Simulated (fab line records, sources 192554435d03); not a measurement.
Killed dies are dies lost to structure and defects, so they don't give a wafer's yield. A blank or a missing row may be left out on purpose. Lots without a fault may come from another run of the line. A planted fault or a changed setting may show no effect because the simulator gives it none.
A struck lot beside a sound one | flow n5_finfet | 13 steps out of a route of 1938
Sound: wafers L772.2, L772.3, L772.4. Struck: wafers L776.1, L776.3, L776.6. The cause comes at the end.
At each step with rows: each side's tool, then ch and its chambers, then its first start. Under that, the readings that differ: sound wafers | struck wafers | difference of the means | sigmas: that difference in standard deviations of wafers without a fault.
alike: readings whose means differ by less than 2 such deviations, and words and numbers that are the same on both sides. not compared: withheld readings, readings that some wafer has no value for, bounds like >300 that may hide the same value, and numbers for which the record gives no deviation and whose values overlap.
The two part at a step that has a row with sigmas, a row that says differs or no value, or rows on one side only. Numbers that don't overlap but have no deviation are shown without sigmas and don't part them. A reading that every wafer of one side lacks parts them only if that side has two wafers or more.

first, 9 steps without rows for these wafers: N5_BEOL_M1_DEVELOP_27 (develop time 30 s); N5_BEOL_M1_DESCUM_33 (chemistry O2, time 7 s); N5_BEOL_M1_ETCH_77 (etches underlayer in N2/H2, target depth 6.5 nm, time 5.2 s); N5_BEOL_M1_ETCH_69 (etches SiARC in CF4, target depth 15.6 nm, time 26 s); N5_BEOL_M1_ALD_98 (deposits SiO2, target thk 2.5 nm, pulse time 1 s, co reactant pulse time 1 s); N5_BEOL_M1_ETCHBACK_99 (etches SiO2 in CHF3, target depth 5 nm, time 10.4 s); N5_BEOL_M1_ETCH_70 (etches SOC in N2/H2, target depth 80 nm, overetch 16 nm, time 120 s); N5_BEOL_M1_STRIP_71 (strips in N2/H2); N5_BEOL_M1_STRIP_78 (strips in N2/H2).
N5_BEOL_M1_VIA_ETCH_34: etches the open film in C4F6/O2, target depth 67.8 nm, time 64.4 s.
  sound on rie_diel-01 ch 0,1,2, day 7 13:50; struck on rie_diel-01 ch 0,1,3, day 8 19:08
  no value came back on the struck wafers for any of 8 readings (C4F6_flow_sccm (sccm), O2_flow_sccm (sccm) and others); on the sound wafers C4F6_flow_sccm (sccm) reads 10.000 10.021 10.014
  reading                                    | sound        | struck      | difference | sigmas
  model.SOC_of_BEOL_M1_COAT_67.thk_nm (nm)   | 52 52.2 52.2 | 60 60 60    | +8         |
  model.SiARC_of_BEOL_M1_COAT_68.thk_nm (nm) | 0 0 0        | 6.4 6.6 6.4 | +6.5       |
then, 1 step without rows for these wafers: N5_BEOL_M1_STRIP_83 (strips in C4F6/O2).
N5_BEOL_M4_RC_MEAS_101:
  the record has rows for the sound wafers here (prober-02 ch 0, day 11 03:17) and none for the struck ones
-- the record jumps here: 8 days lie between the struck wafers' starts before and after (it left off in module BEOL_M4 and takes up again in module PASSIVATION, whose first step shown is number 1936 of the route) --
N5_PASSIVATION_PROBE_49:
  sound on prober-01, day 15 09:16; struck on prober-02, day 16 13:03
  reading                  | sound          | struck         | difference | sigmas
  defect_limited_yield (%) | 90.9 93.2 90.3 | 0 0 0          | -91        | -65
  killed_at_M0_to_M3       | 29 19 28       | 1119 1113 1127 | +1094      | +99 or more
  killed_at_other          | 8 8 7          | 0 1 2          | -7         | -2
  killed_dies              | 107 80 115     | 1180 1180 1180 | +1079      | +63
  killed_on_rim            | 15 11 13       | 152 152 152    | +139       | +38
  sort_bin_5_function (%)  | 6.2 4.3 6.0    | 97.0 96.7 97.3 | +91.5      | +93
  sort_n_pass              | 1073 1100 1065 | 0 0 0          | -1079      | -63
  sort_yield_pct (%)       | 90.9 93.2 90.3 | 0 0 0          | -91        | -65
  alike: killed_at_M4_up, killed_at_contacts, killed_at_front_end, killed_open, killed_short, sort_bin_6_memory

WHERE THEY PART
First at N5_BEOL_M1_VIA_ETCH_34; last, within this record, at N5_PASSIVATION_PROBE_49.

WHY: what the simulator had put in
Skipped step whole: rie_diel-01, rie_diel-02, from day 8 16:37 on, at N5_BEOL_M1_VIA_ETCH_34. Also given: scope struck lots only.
